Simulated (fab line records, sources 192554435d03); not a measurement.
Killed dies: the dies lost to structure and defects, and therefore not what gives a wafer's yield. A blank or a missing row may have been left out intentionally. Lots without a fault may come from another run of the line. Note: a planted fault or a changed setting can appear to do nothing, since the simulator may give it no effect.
Split-lot study :: flow n5-finfet :: route with 1938 steps; 7 lots, 39 wafers read

## THE SPLIT
At N5_BEOL_M13_ILD_DEP_00 (deposits SiOC from DEMS/O2, target thk 837.92 nm, time 166.4 s), the setting target-thk-a was moved away from the recipe's 8379.2 angstrom on 15 of the 39 wafers read, by -58.7% to +56.7%. The other wafers ran this setting at the recipe's value.

There is no step in the file separating the split from the reading.

## THE READING
M13_ILD_THK, in nm, at N5_BEOL_M13_THK_MEAS_01. Typical for fault-free wafers on this fab line: 836 nm, with standard deviation 10 nm.

wafer: L076.1
tool, chamber at the split: pecvd-01, 2
target-thk-a as run, angstrom: 4532
against the recipe: -45.9%
M13_ILD_THK, nm: 447
against lot-mates on the recipe: -397

wafer: L076.2
tool, chamber at the split: pecvd-01, 1
target-thk-a as run, angstrom: 8379.2
against the recipe: recipe
M13_ILD_THK, nm: 842
against lot-mates on the recipe: -

wafer: L076.3
tool, chamber at the split: pecvd-01, 0
target-thk-a as run, angstrom: 4532
against the recipe: -45.9%
M13_ILD_THK, nm: 456
against lot-mates on the recipe: -388

wafer: L076.4
tool, chamber at the split: pecvd-01, 2
target-thk-a as run, angstrom: 8379.2
against the recipe: recipe
M13_ILD_THK, nm: 839
against lot-mates on the recipe: -

wafer: L076.5
tool, chamber at the split: pecvd-01, 0
target-thk-a as run, angstrom: 8379.2
against the recipe: recipe
M13_ILD_THK, nm: 850
against lot-mates on the recipe: -

wafer: L076.6
tool, chamber at the split: pecvd-01, 1
target-thk-a as run, angstrom: 4532
against the recipe: -45.9%
M13_ILD_THK, nm: 460
against lot-mates on the recipe: -384

wafer: L074.1
tool, chamber at the split: pecvd-04, 0
target-thk-a as run, angstrom: 13130
against the recipe: +56.7%
M13_ILD_THK, nm: 1309
against lot-mates on the recipe: +472

wafer: L074.2
tool, chamber at the split: pecvd-04, 1
target-thk-a as run, angstrom: 8379.2
against the recipe: recipe
M13_ILD_THK, nm: 845
against lot-mates on the recipe: -

wafer: L074.3
tool, chamber at the split: pecvd-04, 2
target-thk-a as run, angstrom: 8379.2
against the recipe: recipe
M13_ILD_THK, nm: 830
against lot-mates on the recipe: -

wafer: L074.4
tool, chamber at the split: pecvd-04, 1
target-thk-a as run, angstrom: 13130
against the recipe: +56.7%
M13_ILD_THK, nm: 1343
against lot-mates on the recipe: +506

wafer: L074.5
tool, chamber at the split: pecvd-04, 2
target-thk-a as run, angstrom: 13130
against the recipe: +56.7%
M13_ILD_THK, nm: 1328
against lot-mates on the recipe: +491

wafer: L074.6
tool, chamber at the split: pecvd-04, 0
target-thk-a as run, angstrom: 8379.2
against the recipe: recipe
M13_ILD_THK, nm: 836
against lot-mates on the recipe: -

wafer: L082.1
tool, chamber at the split: pecvd-01, 0
target-thk-a as run, angstrom: 8379.2
against the recipe: recipe
M13_ILD_THK, nm: 834
against lot-mates on the recipe: -

wafer: L082.4
tool, chamber at the split: pecvd-01, 1
target-thk-a as run, angstrom: 8379.2
against the recipe: recipe
M13_ILD_THK, nm: 844
against lot-mates on the recipe: -

wafer: L082.6
tool, chamber at the split: pecvd-01, 0
target-thk-a as run, angstrom: 8379.2
against the recipe: recipe
M13_ILD_THK, nm: 842
against lot-mates on the recipe: -

wafer: L086.1
tool, chamber at the split: pecvd-04, 1
target-thk-a as run, angstrom: 6489
against the recipe: -22.6%
M13_ILD_THK, nm: 639
against lot-mates on the recipe: -201

wafer: L086.2
tool, chamber at the split: pecvd-04, 2
target-thk-a as run, angstrom: 6489
against the recipe: -22.6%
M13_ILD_THK, nm: 633
against lot-mates on the recipe: -207

wafer: L086.3
tool, chamber at the split: pecvd-04, 0
target-thk-a as run, angstrom: 6489
against the recipe: -22.6%
M13_ILD_THK, nm: 646
against lot-mates on the recipe: -194

wafer: L086.4
tool, chamber at the split: pecvd-04, 0
target-thk-a as run, angstrom: 8379.2
against the recipe: recipe
M13_ILD_THK, nm: 843
against lot-mates on the recipe: -

wafer: L086.5
tool, chamber at the split: pecvd-04, 1
target-thk-a as run, angstrom: 8379.2
against the recipe: recipe
M13_ILD_THK, nm: 838
against lot-mates on the recipe: -

wafer: L086.6
tool, chamber at the split: pecvd-04, 2
target-thk-a as run, angstrom: 8379.2
against the recipe: recipe
M13_ILD_THK, nm: 840
against lot-mates on the recipe: -

wafer: L088.1
tool, chamber at the split: pecvd-01, 1
target-thk-a as run, angstrom: 8379.2
against the recipe: recipe
M13_ILD_THK, nm: 847
against lot-mates on the recipe: -

wafer: L088.2
tool, chamber at the split: pecvd-01, 2
target-thk-a as run, angstrom: 8379.2
against the recipe: recipe
M13_ILD_THK, nm: 843
against lot-mates on the recipe: -

wafer: L088.3
tool, chamber at the split: pecvd-01, 0
target-thk-a as run, angstrom: 3461
against the recipe: -58.7%
M13_ILD_THK, nm: 355
against lot-mates on the recipe: -495

wafer: L088.4
tool, chamber at the split: pecvd-01, 0
target-thk-a as run, angstrom: 3461
against the recipe: -58.7%
M13_ILD_THK, nm: 367
against lot-mates on the recipe: -483

wafer: L088.5
tool, chamber at the split: pecvd-01, 2
target-thk-a as run, angstrom: 8379.2
against the recipe: recipe
M13_ILD_THK, nm: 860
against lot-mates on the recipe: -

wafer: L088.6
tool, chamber at the split: pecvd-01, 1
target-thk-a as run, angstrom: 3461
against the recipe: -58.7%
M13_ILD_THK, nm: 354
against lot-mates on the recipe: -496

wafer: L094.1
tool, chamber at the split: pecvd-02, 2
target-thk-a as run, angstrom: 8379.2
against the recipe: recipe
M13_ILD_THK, nm: 833
against lot-mates on the recipe: -

wafer: L094.2
tool, chamber at the split: pecvd-02, 1
target-thk-a as run, angstrom: 6556
against the recipe: -21.8%
M13_ILD_THK, nm: 638
against lot-mates on the recipe: -200

wafer: L094.3
tool, chamber at the split: pecvd-02, 0
target-thk-a as run, angstrom: 6556
against the recipe: -21.8%
M13_ILD_THK, nm: 642
against lot-mates on the recipe: -196

wafer: L094.4
tool, chamber at the split: pecvd-02, 0
target-thk-a as run, angstrom: 8379.2
against the recipe: recipe
M13_ILD_THK, nm: 844
against lot-mates on the recipe: -

wafer: L094.5
tool, chamber at the split: pecvd-02, 2
target-thk-a as run, angstrom: 8379.2
against the recipe: recipe
M13_ILD_THK, nm: 837
against lot-mates on the recipe: -

wafer: L094.6
tool, chamber at the split: pecvd-02, 1
target-thk-a as run, angstrom: 6556
against the recipe: -21.8%
M13_ILD_THK, nm: 652
against lot-mates on the recipe: -186

wafer: L095.1
tool, chamber at the split: pecvd-04, 2
target-thk-a as run, angstrom: 8379.2
against the recipe: recipe
M13_ILD_THK, nm: 838
against lot-mates on the recipe: -

wafer: L095.2
tool, chamber at the split: pecvd-04, 0
target-thk-a as run, angstrom: 8379.2
against the recipe: recipe
M13_ILD_THK, nm: 824
against lot-mates on the recipe: -

wafer: L095.3
tool, chamber at the split: pecvd-04, 2
target-thk-a as run, angstrom: 8379.2
against the recipe: recipe
M13_ILD_THK, nm: 841
against lot-mates on the recipe: -

wafer: L095.4
tool, chamber at the split: pecvd-04, 0
target-thk-a as run, angstrom: 8379.2
against the recipe: recipe
M13_ILD_THK, nm: 834
against lot-mates on the recipe: -

wafer: L095.5
tool, chamber at the split: pecvd-04, 2
target-thk-a as run, angstrom: 8379.2
against the recipe: recipe
M13_ILD_THK, nm: 846
against lot-mates on the recipe: -

wafer: L095.6
tool, chamber at the split: pecvd-04, 0
target-thk-a as run, angstrom: 8379.2
against the recipe: recipe
M13_ILD_THK, nm: 844
against lot-mates on the recipe: -

FIT RESULTS
A straight line over all 39 wafers: M13_ILD_THK changes by +8.45 nm for each +1% of target-thk-a; r = +1.00; the points scatter about the line by 10 nm.
The same after taking each lot's own level away (the mean of its wafers on the recipe; 39 wafers): +8.54 nm for each +1%; r = +1.00; scatter 8.3 nm.
The reading moves by 5e+02 nm for the largest change in target-thk-a, on that fit.
Measured against the standard deviation above, the lots' own levels, which go from 837.0 to 850.0 nm, span 1.3 times it.
Consequently the slope shifts little with the lot-to-lot level, the two slopes agreeing.
Check: for one of the wafers moved furthest among these (-58.7%), held out of the fit, the line's prediction against its lot-mates is -502 nm. It came out at -495 nm against them.

## OTHER SPLITS ON THESE WAFERS
Other splits were also applied to these wafers ahead of the reading. Each is held against what the fit with the lots' levels taken away leaves over:
other split on the same wafers: N5_BEOL_M9_ILD_DEP_00 target-thk-a
wafers away from the commonest value: 12
r with M13_ILD_THK (lot level and that fit taken away): +0.02

other split on the same wafers: N5_BEOL_M11_ILD_DEP_00 target-thk-a
wafers away from the commonest value: 15
r with M13_ILD_THK (lot level and that fit taken away): +0.16

## THE WHOLE CHAIN: every reading that the file lists as answering this split, in the file's order
step: N5_BEOL_M13_ILD_DEP_00
what it does: deposits SiOC from DEMS/O2, target thk 837.92 nm, time 166.4 s
reading: SiOC_of_BEOL_M13_ILD_DEP_00.thk-nm (the simulator's own value, which no gauge read)
change (the file's fit): +8.54 nm for each +1% of the setting
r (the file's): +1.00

step: N5_BEOL_M13_THK_MEAS_01
what it does: 
reading: M13_ILD_THK
change (the file's fit): +8.54 for each +1% of the setting
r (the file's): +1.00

step: N5_BEOL_M13_VIA_ETCH_16
what it does: etches SiOC in C4F8/O2/Ar, target depth 921.7 nm
reading: etch.depth-nm (the simulator's own value, which no gauge read)
change (the file's fit): +8.54 nm for each +1% of the setting
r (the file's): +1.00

step: N5_BEOL_M13_VIA_ETCH_16
what it does: etches SiOC in C4F8/O2/Ar, target depth 921.7 nm
reading: coat_of_BEOL_M13_COAT_04.thk-nm (the simulator's own value, which no gauge read)
change (the file's fit): -2.09 nm for each +1% of the setting
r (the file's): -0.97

step: N5_BEOL_M13_STRIP_63
what it does: strips in N2/H2
reading: oes-product-au
change (the file's fit): not straight: 0.803 at the lowest setting, 0.674 at the recipe, 0.235 at the highest
r (the file's): not given

step: N5_BEOL_M13_STRIP_63
what it does: strips in N2/H2
reading: strip-time-to-endpoint-s
change (the file's fit): not straight: withheld at the lowest setting, withheld at the recipe, withheld at the highest
r (the file's): not given

## FILE'S OWN FIT
M13_ILD_THK changes by +8.54 nm for each +1% of target-thk-a, r = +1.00.
